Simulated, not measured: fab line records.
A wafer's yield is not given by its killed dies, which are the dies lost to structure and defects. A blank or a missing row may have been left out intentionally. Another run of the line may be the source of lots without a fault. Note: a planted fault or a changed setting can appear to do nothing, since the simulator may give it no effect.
A struck lot beside a sound one / flow nand harc / 20 out of 1159 route steps
Sound: the wafers L256.2, L256.5, L256.6. The struck wafers were L265.1, L265.2, L265.4. The cause is named last.
Each step with rows lists, per side, the tool, then ch with its chambers, then its first start. Under that, the readings that differ: sound wafers / struck wafers / difference of the means / sigmas: that difference in standard deviations of wafers without a fault.
alike: readings with means less than 2 such deviations apart, plus words and numbers identical on both sides. not compared: withheld readings, readings lacking a value on some wafer, bounds such as >300 that could conceal the same value, and numbers that have no deviation in the record and whose values overlap.
A row with sigmas, a row that says differs or no value, or rows on one side alone: a step with any of these is where the two part. Non-overlapping numbers with no deviation appear without sigmas and do not part them. A reading that every wafer of one side lacks parts them only if that side has two wafers or more.

first, 2 steps without rows for these wafers: NHARC_A_STAIRCASE_HARDBAKE_442 (time 140 s); NHARC_A_STAIRCASE_DESCUM_443 (chemistry O2, time 3 s).
NHARC_A_STAIRCASE_ETCH_444: etches the open film in C4F8/O2, target depth 10200 nm, time 3400 s.
  sound on rie diel-02 ch 0,2, day 15 15:53; struck on rie diel-05 ch 0,1,3, day 16 20:52
  alike: oes product au, rf fwd power W, rf vpp V
  not compared: rf hours counter h
then, 7 steps without rows for these wafers: NHARC_A_STAIRCASE_STRIP_446 (strips in O2); NHARC_A_STAIRCASE_STRIP_447 (strips in SPM, time 900 s); NHARC_A_STAIRCASE_PRECLEAN_448 (cleans in SC1); NHARC_A_STAIRCASE_SRD_449; NHARC_A_STAIRCASE_CMP_450 (polishes SiO2, target thk 200 nm); NHARC_A_STAIRCASE_CMP_152 (polishes); NHARC_A_STAIRCASE_SRD_154.
NHARC_A_STAIRCASE_ETCH_403: etches SiO2 in dHF, target depth 108.2 nm.
  sound on wet bench-07 ch 2,3,7, day 15 19:42; struck on wet bench-07 ch 2,5,6, day 17 00:05
NHARC_A_STAIRCASE_ETCHBACK_422: etches the open film in CH3F/O2, target depth 40 nm, time 74.286 s.
  sound on rie diel-02 ch 0,1, day 15 19:51; struck on rie diel-02 ch 0,2,3, day 17 00:22
  alike: drypump motor current A, oes product au, rf fwd power W, rf vpp V, showerhead plenum p Torr, throttle valve pct
  not compared: rf hours counter h
then, 1 step without rows for these wafers: NHARC_A_STAIRCASE_ETCH_423 (etches SiO2 in dHF, target depth 30 nm).
NHARC_A_STAIRCASE_ETCHBACK_157: etches the open film in CH3F/O2, target depth 90 nm, time 167.14 s.
  sound on rie diel-05 ch 0,1, day 15 20:16; struck on rie diel-13 ch 0,1,2, day 17 00:44
reading=oes product au (a.u.); sound=1.01 1.02 0.99; struck=0.93 0.92 0.91; difference=-0.09; sigmas=-3
  alike: drypump motor current A, rf fwd power W, rf vpp V, showerhead plenum p Torr, throttle valve pct
  not compared: rf hours counter h
then, 1 step without rows for these wafers: NHARC_A_STAIRCASE_STRIP_475 (strips in O2, time 20 s).
NHARC_A_STAIRCASE_DEP_471: deposits SiO2, target thk 100 nm.
  sound on pecvd-01 ch 1,2, day 15 20:35; struck on pecvd-01 ch 0,1, day 17 01:19
  alike: heater power w, rf fwd power W, throttle valve pct
NHARC_A_STAIRCASE_CMP_472: polishes SiO2.
  sound on cmp-03 ch 0,1, day 15 20:58; struck on cmp-02 ch 0,1,3, day 17 01:34
  alike: motor current A
after that, 1 step had no rows for these wafers: NHARC_A_STAIRCASE_SRD_474.
NHARC_A_STAIRCASE_INSPECT_155:
  struck on defect inspect-02, day 17 01:55; sound on defect inspect-01, day 15 21:17
  alike: raw defect count
-- record jumps: 6 days between struck wafers' starts before vs after; left off in module A_STAIRCASE, resumes in module END, first step shown is number 1159 of the route --
NHARC_END_SORT_01:
  at this point the record logs the struck wafers (prober-01 ch 0, day 23 01:30) and has no rows for the sound ones

WHERE THEY PART
At NHARC_A_STAIRCASE_ETCHBACK_157 first; at NHARC_END_SORT_01 last (within this record only).

WHY: whatever the simulator had introduced
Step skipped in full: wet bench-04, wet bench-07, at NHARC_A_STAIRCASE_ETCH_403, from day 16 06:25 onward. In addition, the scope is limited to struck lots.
